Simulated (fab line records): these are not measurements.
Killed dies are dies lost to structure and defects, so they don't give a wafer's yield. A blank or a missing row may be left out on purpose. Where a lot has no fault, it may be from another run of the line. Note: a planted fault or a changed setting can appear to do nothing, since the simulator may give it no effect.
Matching of chambers    flow n5Finfet    N5_BEOL_M3_DEP_57 on pecvd-02: 3 sister chambers
The step deposits SiCN from 3MS/NH3, target thk 8 nm, time 14 s. 16 wafers are shown with their chamber, then 8 later ones without.

## WAFERS, EACH WITH ITS CHAMBER
wafer   chamber  throttleValvePct (%)  showerheadPlenumPTorr (Torr)
L074.1  2        8.9                   3.693
L074.5  0        8.9                   3.670
L074.6  2        9.0                   3.685
L084.1  0        8.7                   3.669
L084.4  0        9.0                   3.689
L084.6  0        8.8                   3.669
L086.1  2        8.9                   3.691
L086.2  0        8.9                   3.675
L086.3  2        8.7                   3.691
L085.1  0        8.8                   3.673
L085.4  0        8.6                   3.680
L085.6  2        8.7                   3.698
L087.1  1        9.1                   3.677
L087.2  0        8.5                   3.664
L087.4  1        9.2                   3.684
L092.2  1        9.2                   3.681

SIGNATURES (means of the wafers above)
reading                chamber 0  chamber 1  chamber 2  scatter within a chamber
throttleValvePct       8.775      9.167      8.840      0.145
showerheadPlenumPTorr  3.67362    3.68067    3.69160    0.00644
Rule: for a wafer and a chamber, the distance is found by dividing, reading by reading, the gap between the wafer's reading and the chamber's mean by the reading's scatter, squaring, summing and taking the root. If the next closest chamber is less than 2 further off than the closest, the wafer can't be placed; otherwise it belongs to the closest. The scatter: the root of (the sum of the squares of (reading less its chamber's mean) over the shown wafers, divided by (wafers less chambers)).

## WAFERS WHOSE CHAMBER IS MISSING
wafer   throttleValvePct (%)  showerheadPlenumPTorr (Torr)
L092.4  8.5                   3.673
L092.6  9.3                   3.695
L095.1  9.0                   3.685
L095.2  9.1                   3.683
L095.4  9.1                   3.684
L097.1  8.9                   3.687
L097.4  8.7                   3.675
L097.5  8.8                   3.702

## WHICH CHAMBER EACH ONE RAN IN
wafer   from the rows above           in truth
L092.4  can't be placed: 0 or 2       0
L092.6  can't be placed: 1 or 2       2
L095.1  can't be placed: 1 or 2 or 0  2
L095.2  can't be placed: 1 or 2       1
L095.4  can't be placed: 1 or 2       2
L097.1  can't be placed: 2 or 1 or 0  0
L097.4  0                             0
L097.5  2                             2
Correctly placed: 2 of 8. Can't be placed from these rows: 6 (the true chamber is among the candidates in 6). 0 placed wrongly.
